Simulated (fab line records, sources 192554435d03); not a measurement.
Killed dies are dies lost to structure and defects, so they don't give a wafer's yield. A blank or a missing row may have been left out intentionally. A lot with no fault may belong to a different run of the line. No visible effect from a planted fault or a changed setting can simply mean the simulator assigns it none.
Matching of chambers ; flow n5-finfet ; rie-si-06 running N5_DUMMY_GATE_TRIM_49: 4 sister chambers
The step chemistry O2, time 29 s, target cd 14 nm. 8 wafers are shown with their chamber, then 8 later ones without.

## EACH WAFER AND ITS CHAMBER
wafer;chamber;throttle-valve-pct (%);oes-product-au (a.u.)
L083.5;0;8.18;0.988
L088.4;2;8.12;1.019
L088.5;1;8.21;0.981
L088.6;2;8.16;1.033
L090.4;3;8.18;0.971
L090.5;3;8.18;0.972
L090.6;0;8.17;0.994
L095.2;1;8.20;1.007

## WAFERS WITH NO CHAMBER GIVEN
wafer;throttle-valve-pct (%);oes-product-au (a.u.)
L095.5;8.20;0.979
L095.6;8.18;0.991
L096.2;8.20;1.001
L096.4;8.20;1.003
L096.5;8.18;1.002
L097.3;8.20;1.000
L097.4;8.20;0.967
L097.5;8.15;1.014

## EACH ONE'S CHAMBER
wafer;from the rows above;in truth
L095.5;can't be placed: 1 or 3 or 0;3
L095.6;can't be placed: 0 or 1 or 3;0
L096.2;can't be placed: 1 or 0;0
L096.4;can't be placed: 1 or 0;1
L096.5;can't be placed: 0 or 1 or 3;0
L097.3;can't be placed: 1 or 0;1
L097.4;can't be placed: 3 or 1 or 0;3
L097.5;can't be placed: 2 or 0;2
0 of 8 placed correctly. From these rows, 8 cannot be placed; in 8 the true chamber is one of the candidates. Number placed wrongly: 0.
How it was worked out, from the rows above alone: a wafer's distance from a chamber is the root of the sum, over the readings, of the square of ((its reading less the chamber's mean) divided by the reading's scatter). If the next closest chamber is less than 2 further off than the closest, the wafer can't be placed; otherwise it belongs to the closest. A chamber's mean is the mean of its shown wafers. How the scatter is found: for the shown wafers, subtract from each reading the mean of its chamber, square and add these, divide the total by (wafers less chambers), then take the root.
